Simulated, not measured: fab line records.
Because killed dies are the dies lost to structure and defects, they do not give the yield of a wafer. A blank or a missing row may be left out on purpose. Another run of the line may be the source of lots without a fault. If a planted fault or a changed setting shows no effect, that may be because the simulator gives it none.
Chamber matching -- flow n5-finfet -- N5_BEOL_M1_DESCUM_33 on rie-diel-02: 4 sister chambers
The step chemistry O2, time 7 s. 18 wafers are shown with their chamber, then 9 later ones without.

== WAFERS WITH THEIR CHAMBER ==
wafer,chamber,drypump-motor-current-A (A),showerhead-plenum-p-Torr (Torr),throttle-valve-pct (%)
L079.2,1,5.6,2.18,20.52
L079.4,3,4.9,2.04,20.38
L079.6,0,6.6,2.13,20.21
L080.1,1,5.6,2.18,20.54
L080.4,3,4.9,2.04,20.37
L080.5,0,6.5,2.13,20.21
L081.3,2,5.1,2.08,20.30
L081.5,0,6.5,2.13,20.21
L081.6,1,5.6,2.17,20.52
L085.1,3,5.0,2.03,20.38
L085.2,1,5.6,2.17,20.53
L085.3,2,5.1,2.08,20.32
L086.1,3,4.9,2.03,20.38
L086.2,2,5.1,2.08,20.32
L086.4,2,5.1,2.07,20.32
L090.1,2,5.1,2.07,20.33
L090.3,3,5.0,2.03,20.40
L090.4,1,5.6,2.17,20.57

SIGNATURES (means of the wafers above)
reading,chamber 0,chamber 1,chamber 2,chamber 3,scatter within a chamber
drypump-motor-current-A,6.533,5.600,5.100,4.940,0.0365
showerhead-plenum-p-Torr,2.1300,2.1740,2.0760,2.0340,0.00507
throttle-valve-pct,20.2100,20.5360,20.3180,20.3820,0.0138
Rule: for a wafer and a chamber, the distance is found by dividing, reading by reading, the gap between the wafer's reading and the chamber's mean by the reading's scatter, squaring, summing and taking the root. The wafer belongs to the nearest chamber; if the next one is less than 2 further off, it can't be placed. How the scatter is found: for the shown wafers, subtract from each reading the mean of its chamber, square and add these, divide the total by (wafers less chambers), then take the root.

== WAFERS WITHOUT THEIR CHAMBER ==
wafer,drypump-motor-current-A (A),showerhead-plenum-p-Torr (Torr),throttle-valve-pct (%)
L091.1,5.6,2.17,20.55
L091.2,6.4,2.13,19.76
L091.6,6.5,2.13,19.75
L095.1,5.1,2.07,20.35
L095.2,5.0,2.03,20.42
L095.6,5.6,2.16,20.58
L097.1,5.1,2.07,20.35
L097.2,4.9,2.03,20.42
L097.5,6.5,2.13,19.78

== WHICH CHAMBER EACH ONE RAN IN ==
wafer,from the rows above,in truth
L091.1,1,1
L091.2,0,0
L091.6,0,0
L095.1,2,2
L095.2,3,3
L095.6,1,1
L097.1,2,2
L097.2,3,3
L097.5,0,0
Correct placement for 9 of the 9. Number that these rows cannot place: 0. Wrongly placed: 0.
